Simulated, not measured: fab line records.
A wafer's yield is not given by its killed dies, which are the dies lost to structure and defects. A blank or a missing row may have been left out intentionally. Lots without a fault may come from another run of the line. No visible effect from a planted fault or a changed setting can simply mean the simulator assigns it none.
The tool behind it: which one? | flow nand harc | 19 lots, 57 wafers sampled, at 6 steps of a route of 1159

WHAT EACH GAUGE READ, for each wafer
The record lacks any reading of a measuring or inspecting step that a usual standard deviation could be used to judge.

WHAT TOOL EACH LOT RAN ON (gives the tool, then ch and the chambers of the sampled wafers, and finally the start)
lot  | NHARC_A_CHANNEL_HOLE_D1_ETCH_24  | NHARC_A_STAIRCASE_ETCH_169         | NHARC_A_STAIRCASE_ETCH_17                     | NHARC_A_STAIRCASE_TRIM_224                    | NHARC_A_STAIRCASE_TRIM_229         | NHARC_A_STAIRCASE_STRIP_316
L074 | har etch-02 ch 0,1, day 8 13:54  | rie diel-04 ch 0,1,2, day 10 18:11 | rie diel-04 ch 0,1,2, day 11 06:04 or earlier | rie diel-04 ch 0,2,3, day 11 06:04 or earlier | rie diel-04 ch 1,2, day 11 06:04   | rie diel-04 ch 0,1,2, no start
L076 | har etch-01 ch 0,1, day 8 15:35  | rie diel-11 ch 1,2, day 10 18:20   | rie diel-11 ch 0,1,2, day 11 05:45 or earlier | rie diel-04 ch 1,2, day 11 05:45 or earlier   | rie diel-09 ch 0,3, day 11 05:45   | rie diel-04 ch 0,3, no start
L075 | har etch-02 ch 0,1, day 8 22:46  | rie diel-11 ch 1,2, day 11 05:07   | rie diel-11 ch 0,1,2, day 11 16:02 or earlier | rie diel-04 ch 0,2, day 11 16:02 or earlier   | rie diel-04 ch 0,3, day 11 16:02   | rie diel-04 ch 1,3, no start
L077 | har etch-01 ch 0,1, day 9 08:52  | rie diel-09 ch 0,1,3, day 11 13:56 | rie diel-11 ch 0,2,3, day 12 02:26 or earlier | rie diel-11 ch 1,3, day 12 02:26 or earlier   | rie diel-09 ch 0,1,3, day 12 02:26 | rie diel-04 ch 0,1,2, no start
L080 | har etch-01 ch 0,1, day 9 17:08  | rie diel-09 ch 0,2,3, day 12 02:38 | rie diel-04 ch 0,3, day 12 13:47 or earlier   | rie diel-09 ch 1,2, day 12 13:47 or earlier   | rie diel-11 ch 0,3, day 12 13:47   | rie diel-09 ch 0,3, no start
L079 | har etch-02 ch 0,1, day 9 17:32  | rie diel-11 ch 0,1,2, day 11 22:20 | rie diel-04 ch 0,1,2, day 12 12:38 or earlier | rie diel-09 ch 0,3, day 12 12:38 or earlier   | rie diel-04 ch 0,1,2, day 12 12:38 | rie diel-11 ch 2,3, no start
L081 | har etch-01 ch 0,1, day 10 03:09 | rie diel-11 ch 0,2,3, day 12 10:24 | rie diel-04 ch 0,1,2, day 12 21:35 or earlier | rie diel-04 ch 1,3, day 12 21:35 or earlier   | rie diel-04 ch 0,2,3, day 12 21:35 | rie diel-04 ch 2,3, no start
L083 | har etch-02 ch 0,1, day 10 17:47 | rie diel-09 ch 0,1,2, day 13 02:07 | rie diel-09 ch 0,2,3, day 13 16:57 or earlier | rie diel-11 ch 0,1,2, day 13 16:57 or earlier | rie diel-09 ch 0,1,2, day 13 16:57 | rie diel-09 ch 1,2,3, no start
L084 | har etch-01 ch 0,1, day 10 17:56 | rie diel-09 ch 0,2,3, day 12 22:23 | rie diel-04 ch 0,2,3, day 13 12:33 or earlier | rie diel-11 ch 0,2,3, day 13 12:33 or earlier | rie diel-11 ch 0,1,2, day 13 12:33 | rie diel-09 ch 1,2,3, no start
L085 | har etch-02 ch 0,1, day 11 03:55 | rie diel-04 ch 0,1,3, day 13 12:52 | rie diel-11 ch 0,2,3, day 13 23:22 or earlier | rie diel-11 ch 1,3, day 13 23:22 or earlier   | rie diel-11 ch 1,2,3, day 13 23:22 | rie diel-09 ch 1,2,3, no start
L087 | har etch-02 ch 0,1, day 11 11:22 | rie diel-04 ch 0,2, day 13 17:05   | rie diel-09 ch 0,1,2, day 14 04:08 or earlier | rie diel-09 ch 1,2,3, day 14 04:08 or earlier | rie diel-09 ch 0,3, day 14 04:08   | rie diel-09 ch 1,2,3, no start
L090 | har etch-02 ch 0,1, day 12 07:05 | rie diel-11 ch 1,2,3, day 14 14:06 | rie diel-11 ch 0,1, day 15 02:03 or earlier   | rie diel-11 ch 0,1,3, day 15 02:03 or earlier | rie diel-09 ch 2,3, day 15 02:03   | rie diel-11 ch 0,2,3, no start
L088 | har etch-02 ch 0,1, day 12 11:22 | rie diel-04 ch 1,2,3, day 14 14:16 | rie diel-09 ch 0,3, day 15 00:59 or earlier   | rie diel-04 ch 1,2,3, day 15 00:59 or earlier | rie diel-09 ch 0,2,3, day 15 00:59 | rie diel-11 ch 0,3, no start
L092 | har etch-01 ch 0,1, day 12 22:49 | rie diel-09 ch 2,3, day 15 04:49   | rie diel-11 ch 2,3, day 15 16:04 or earlier   | rie diel-04 ch 0,2,3, day 15 16:04 or earlier | rie diel-04 ch 0,1,2, day 15 16:04 | rie diel-04 ch 1,2, no start
L091 | har etch-02 ch 0,1, day 12 23:05 | rie diel-09 ch 0,1,3, day 15 04:37 | rie diel-09 ch 0,2,3, day 15 15:07 or earlier | rie diel-04 ch 2,3, day 15 15:07 or earlier   | rie diel-09 ch 1,2,3, day 15 15:07 | rie diel-09 ch 2,3, no start
L093 | har etch-02 ch 0,1, day 13 10:20 | rie diel-09 ch 0,1,2, day 15 17:01 | rie diel-04 ch 1,2, day 16 06:05 or earlier   | rie diel-09 ch 0,1, day 16 06:05 or earlier   | rie diel-09 ch 0,1,2, day 16 06:05 | rie diel-04 ch 0,1,3, no start
L095 | har etch-01 ch 0,1, day 13 13:50 | rie diel-09 ch 0,1,2, day 15 23:10 | rie diel-11 ch 1,2, day 16 16:19 or earlier   | rie diel-09 ch 0,1, day 16 16:19 or earlier   | rie diel-04 ch 0,1,3, day 16 16:19 | rie diel-09 ch 0,1,3, no start
L097 | har etch-02 ch 0,1, day 13 17:40 | rie diel-04 ch 0,2,3, day 15 22:58 | rie diel-11 ch 0,1,2, day 16 15:40 or earlier | rie diel-04 ch 0,2,3, day 16 15:40 or earlier | rie diel-09 ch 1,2,3, day 16 15:40 | rie diel-04 ch 1,2,3, no start
L096 | har etch-01 ch 1, day 13 18:52   | rie diel-09 ch 1,3, day 15 22:47   | rie diel-04 ch 1,2,3, day 16 12:59 or earlier | rie diel-09 ch 1,3, day 16 12:59 or earlier   | rie diel-09 ch 0,2, day 16 12:59   | rie diel-09 ch 0,2, no start
- NHARC_A_CHANNEL_HOLE_D1_ETCH_24: etches the open film in C4F8/O2/Ar, time 906.2 s, target depth 1500 nm.
- NHARC_A_STAIRCASE_ETCH_169: etches the open film in CH3F/O2, target depth 50 nm, time 107.1 s.
- NHARC_A_STAIRCASE_ETCH_17: etches the open film in C4F8/O2, target depth 100 nm, time 40.5 s.
- NHARC_A_STAIRCASE_TRIM_224: chemistry O2, time 211.2 s.
- NHARC_A_STAIRCASE_TRIM_229: chemistry O2, time 211.2 s.
- NHARC_A_STAIRCASE_STRIP_316: strips in O2.

WHAT THE TOOLS THEMSELVES READ (means of the sampled wafers that have a number; where no wafer has one, the mark that the record gives instead)
NHARC_A_CHANNEL_HOLE_D1_ETCH_24.
lot  | tool        | drypump motor current A (A) | o2 flow sccm (sccm) | showerhead plenum p Torr (Torr) | throttle valve pct (%)
L074 | har etch-02 | 6.4                         | 31.19               | 3.71                            | 32.229
L076 | har etch-01 | 5.5                         | 31.18               | 3.79                            | 32.236
L075 | har etch-02 | 6.4                         | 31.29               | 3.71                            | 32.235
L077 | har etch-01 | 5.5                         | 31.34               | 3.78                            | 32.235
L080 | har etch-01 | 5.7                         | 31.24               | 3.75                            | 32.229
L079 | har etch-02 | 6.2                         | 31.14               | 3.75                            | 32.238
L081 | har etch-01 | 5.5                         | 31.13               | 3.78                            | 32.240
L083 | har etch-02 | 6.1                         | 31.15               | 3.74                            | 32.231
L084 | har etch-01 | 5.7                         | 31.18               | 3.74                            | 32.234
L085 | har etch-02 | 6.2                         | 31.08               | 3.74                            | 32.227
L087 | har etch-02 | 6.2                         | 31.13               | 3.74                            | 32.230
L090 | har etch-02 | 6.1                         | 31.26               | 3.73                            | 32.233
L088 | har etch-02 | 6.2                         | 31.24               | 3.73                            | 32.228
L092 | har etch-01 | 5.7                         | 31.20               | 3.73                            | 32.234
L091 | har etch-02 | 6.2                         | 31.15               | 3.73                            | 32.239
L093 | har etch-02 | 6.4                         | 31.20               | 3.68                            | 32.238
L095 | har etch-01 | 5.5                         | 31.14               | 3.76                            | 32.237
L097 | har etch-02 | 6.3                         | 31.20               | 3.68                            | 32.239
L096 | har etch-01 | 6.0                         | 31.19               | 3.70                            | 32.237

NHARC_A_STAIRCASE_ETCH_169.
lot  | tool        | ch3f flow sccm (sccm) | drypump motor current A (A) | o2 flow sccm (sccm) | oes product au (a.u.) | rf vpp V (V) | showerhead plenum p Torr (Torr) | throttle valve pct (%)
L074 | rie diel-04 | 49.90                 | 5.5                         | 30.04               | 0.945                 | 245.3        | 2.57                            | 20.659
L076 | rie diel-11 | 49.86                 | 5.8                         | 29.97               | 0.954                 | 244.6        | 2.47                            | 20.671
L075 | rie diel-11 | 49.82                 | 5.6                         | 29.96               | 0.938                 | 243.3        | 2.41                            | 20.658
L077 | rie diel-09 | 50.01                 | 6.0                         | 30.08               | 0.925                 | 245.0        | 2.51                            | 20.659
L080 | rie diel-09 | 50.04                 | 5.5                         | 29.94               | 0.959                 | 244.2        | 2.48                            | 20.661
L079 | rie diel-11 | 49.99                 | 5.8                         | 29.92               | 0.978                 | 243.8        | 2.45                            | 20.669
L081 | rie diel-11 | 50.04                 | 5.6                         | 29.95               | 0.942                 | 244.8        | 2.47                            | 20.658
L083 | rie diel-09 | 49.98                 | 5.9                         | 30.11               | 0.947                 | 246.4        | 2.54                            | 20.664
L084 | rie diel-09 | 49.91                 | 5.5                         | 29.99               | 0.977                 | 245.0        | 2.48                            | 20.655
L085 | rie diel-04 | 50.00                 | 5.7                         | 30.06               | 0.958                 | 244.9        | 2.52                            | 20.666
L087 | rie diel-04 | 50.01                 | 5.7                         | 29.99               | 0.982                 | 245.2        | 2.55                            | 20.662
L090 | rie diel-11 | 50.13                 | 5.5                         | 30.00               | 0.931                 | 243.7        | 2.43                            | 20.669
L088 | rie diel-04 | 49.92                 | 5.6                         | 29.92               | 0.975                 | 244.9        | 2.52                            | 20.658
L092 | rie diel-09 | 49.93                 | 5.7                         | 29.94               | 0.944                 | 243.8        | 2.41                            | 20.650
L091 | rie diel-09 | 50.02                 | 6.0                         | 29.95               | 0.973                 | 245.0        | 2.50                            | 20.670
L093 | rie diel-09 | 49.87                 | 5.9                         | 30.08               | 0.940                 | 245.4        | 2.54                            | 20.657
L095 | rie diel-09 | 50.03                 | 5.9                         | 29.99               | 0.949                 | 245.4        | 2.53                            | 20.663
L097 | rie diel-04 | 50.22                 | 5.8                         | 30.02               | 0.948                 | 245.0        | 2.50                            | 20.654
L096 | rie diel-09 | 49.98                 | 6.4                         | 30.04               | 0.964                 | 244.7        | 2.50                            | 20.657

NHARC_A_STAIRCASE_ETCH_17.
lot  | tool        | oes product au (a.u.) | rf vpp V (V)
L074 | rie diel-04 | 0.954                 | 901
L076 | rie diel-11 | 0.947                 | 895
L075 | rie diel-11 | 0.955                 | 896
L077 | rie diel-11 | 0.944                 | 896
L080 | rie diel-04 | 0.940                 | 899
L079 | rie diel-04 | 0.930                 | 901
L081 | rie diel-04 | 0.950                 | 901
L083 | rie diel-09 | 0.945                 | 897
L084 | rie diel-04 | 0.956                 | 899
L085 | rie diel-11 | 0.951                 | 896
L087 | rie diel-09 | 0.935                 | 900
L090 | rie diel-11 | 0.944                 | 894
L088 | rie diel-09 | 0.945                 | 894
L092 | rie diel-11 | 0.939                 | 898
L091 | rie diel-09 | 0.954                 | 897
L093 | rie diel-04 | 0.954                 | 901
L095 | rie diel-11 | 0.944                 | 893
L097 | rie diel-11 | 0.948                 | 895
L096 | rie diel-04 | 0.950                 | 899

NHARC_A_STAIRCASE_TRIM_224.
lot  | tool        | drypump motor current A (A) | o2 flow sccm (sccm) | oes product au (a.u.) | rf vpp V (V) | showerhead plenum p Torr (Torr) | throttle valve pct (%)
L074 | rie diel-04 | 5.8                         | 499.5               | 1.013                 | 58.0         | 3.62                            | 17.030
L076 | rie diel-04 | 5.5                         | 501.0               | 1.011                 | 58.4         | 3.68                            | 17.035
L075 | rie diel-04 | 5.6                         | 500.0               | 1.008                 | 58.8         | 3.67                            | 17.041
L077 | rie diel-11 | 5.2                         | 501.4               | 1.003                 | 57.1         | 3.41                            | 17.039
L080 | rie diel-09 | 5.9                         | 500.5               | 0.998                 | 57.2         | 3.60                            | 17.041
L079 | rie diel-09 | 5.6                         | 500.6               | 1.001                 | 57.9         | 3.61                            | 17.026
L081 | rie diel-04 | 5.8                         | 497.8               | 1.013                 | 57.9         | 3.57                            | 17.041
L083 | rie diel-11 | 5.8                         | 500.1               | 1.009                 | 57.8         | 3.50                            | 17.027
L084 | rie diel-11 | 5.7                         | 499.2               | 1.002                 | 58.0         | 3.55                            | 17.037
L085 | rie diel-11 | 5.2                         | 500.1               | 1.008                 | 58.8         | 3.40                            | 17.035
L087 | rie diel-09 | 5.9                         | 500.6               | 0.996                 | 58.0         | 3.55                            | 17.042
L090 | rie diel-11 | 5.5                         | 501.4               | 1.007                 | 57.8         | 3.45                            | 17.039
L088 | rie diel-04 | 5.6                         | 499.9               | 0.999                 | 57.7         | 3.61                            | 17.042
L092 | rie diel-04 | 5.8                         | 500.6               | 1.004                 | 58.9         | 3.60                            | 17.035
L091 | rie diel-04 | 5.9                         | 500.0               | 0.994                 | 57.6         | 3.55                            | 17.037
L093 | rie diel-09 | 6.3                         | 500.0               | 0.988                 | 58.9         | 3.67                            | 17.036
L095 | rie diel-09 | 5.9                         | 499.8               | 1.000                 | 58.4         | 3.68                            | 17.038
L097 | rie diel-04 | 5.8                         | 500.3               | 0.998                 | 57.9         | 3.59                            | 17.041
L096 | rie diel-09 | 6.1                         | 500.0               | 1.005                 | 57.9         | 3.49                            | 17.034

NHARC_A_STAIRCASE_TRIM_229.
lot  | tool        | drypump motor current A (A) | o2 flow sccm (sccm) | oes product au (a.u.) | rf vpp V (V) | showerhead plenum p Torr (Torr) | throttle valve pct (%)
L074 | rie diel-04 | 5.5                         | 501.5               | 1.009                 | 58.7         | 3.68                            | 17.039
L076 | rie diel-09 | 5.7                         | 499.6               | 1.004                 | 57.5         | 3.51                            | 17.035
L075 | rie diel-04 | 5.9                         | 500.3               | 1.007                 | 58.7         | 3.60                            | 17.042
L077 | rie diel-09 | 6.0                         | 500.1               | 0.996                 | 57.6         | 3.60                            | 17.033
L080 | rie diel-11 | 5.7                         | 501.0               | 0.994                 | 58.1         | 3.51                            | 17.029
L079 | rie diel-04 | 5.5                         | 499.7               | 1.006                 | 58.2         | 3.67                            | 17.029
L081 | rie diel-04 | 5.8                         | 499.9               | 1.014                 | 58.2         | 3.61                            | 17.041
L083 | rie diel-09 | 5.9                         | 500.5               | 0.994                 | 57.9         | 3.64                            | 17.043
L084 | rie diel-11 | 5.8                         | 499.2               | 1.006                 | 57.3         | 3.50                            | 17.043
L085 | rie diel-11 | 5.5                         | 500.6               | 0.999                 | 57.5         | 3.49                            | 17.039
L087 | rie diel-09 | 5.6                         | 500.3               | 1.012                 | 58.2         | 3.60                            | 17.036
L090 | rie diel-09 | 5.5                         | 499.0               | 1.000                 | 57.5         | 3.50                            | 17.027
L088 | rie diel-09 | 5.5                         | 501.5               | 1.007                 | 57.7         | 3.54                            | 17.036
L092 | rie diel-04 | 5.5                         | 499.0               | 1.011                 | 57.6         | 3.65                            | 17.037
L091 | rie diel-09 | 6.0                         | 499.3               | 0.996                 | 57.9         | 3.54                            | 17.038
L093 | rie diel-09 | 5.9                         | 499.9               | 0.997                 | 58.4         | 3.63                            | 17.038
L095 | rie diel-04 | 5.7                         | 499.5               | 1.004                 | 58.3         | 3.59                            | 17.040
L097 | rie diel-09 | 6.0                         | 500.4               | 0.994                 | 58.1         | 3.54                            | 17.032
L096 | rie diel-09 | 5.4                         | 499.5               | 0.991                 | 57.7         | 3.59                            | 17.034

NHARC_A_STAIRCASE_STRIP_316.
lot  | tool        | drypump motor current A (A) | o2 flow sccm (sccm) | oes product au (a.u.) | rf vpp V (V) | showerhead plenum p Torr (Torr) | throttle valve pct (%)
L074 | rie diel-04 | 5.5                         | 500.8               | 1.006                 | 58.9         | 3.67                            | 17.029
L076 | rie diel-04 | 6.0                         | 501.1               | 1.006                 | 57.8         | 3.56                            | 17.035
L075 | rie diel-04 | 5.5                         | 498.8               | 0.998                 | 58.1         | 3.62                            | 17.031
L077 | rie diel-04 | 5.5                         | 500.5               | 1.000                 | 58.4         | 3.67                            | 17.037
L080 | rie diel-09 | 5.6                         | 500.0               | 1.005                 | 57.6         | 3.60                            | 17.031
L079 | rie diel-11 | 5.3                         | 499.6               | 1.002                 | 58.2         | 3.54                            | 17.039
L081 | rie diel-04 | 5.9                         | 497.7               | 1.001                 | 56.4         | 3.56                            | 17.029
L083 | rie diel-09 | 5.9                         | 500.2               | 1.002                 | 57.4         | 3.55                            | 17.043
L084 | rie diel-09 | 5.9                         | 498.9               | 0.995                 | 58.8         | 3.55                            | 17.035
L085 | rie diel-09 | 6.0                         | 501.2               | 0.993                 | 58.3         | 3.55                            | 17.039
L087 | rie diel-09 | 6.0                         | 500.0               | 1.002                 | 58.2         | 3.55                            | 17.036
L090 | rie diel-11 | 5.7                         | 500.0               | 0.998                 | 57.9         | 3.54                            | 17.035
L088 | rie diel-11 | 5.7                         | 499.0               | 1.003                 | 58.1         | 3.50                            | 17.042
L092 | rie diel-04 | 5.3                         | 500.4               | 1.008                 | 58.7         | 3.67                            | 17.030
L091 | rie diel-09 | 5.7                         | 498.7               | 1.001                 | 57.8         | 3.45                            | 17.036
L093 | rie diel-04 | 5.7                         | 500.9               | 1.014                 | 57.5         | 3.59                            | 17.033
L095 | rie diel-09 | 6.0                         | 499.3               | 1.003                 | 58.0         | 3.58                            | 17.032
L097 | rie diel-04 | 5.6                         | 501.4               | 1.004                 | 57.4         | 3.60                            | 17.038
L096 | rie diel-09 | 5.5                         | 498.9               | 0.996                 | 58.4         | 3.63                            | 17.035

THE ANSWER, worked out from the rows above alone
Rule: the usual values come from the lots themselves. The widest of any qualifying gaps counts: lots, ordered by their means at a reading, are off when they make up no more than a third of the lots, leave a main group of 4 or more, and stand apart from it by 3 or more times the standard deviation of that group's means. Not used: any main group whose means are identical at the precision the tables above print for the reading. A lot without any number at a reading at which 4 lots or more have one is off too. All remaining lots with rows at the step are treated as sound. After the gauges, taken in route order, come the tools' own readings; for these a lot's mean is taken, as printed above. The first step at which some lot is off is used, and at that step the reading that is off furthest; a lot without a number counts as furthest.
Across all readings shown, no lot is off: no conclusion can be drawn from this.

WHAT THE SIMULATOR HAD PUT IN
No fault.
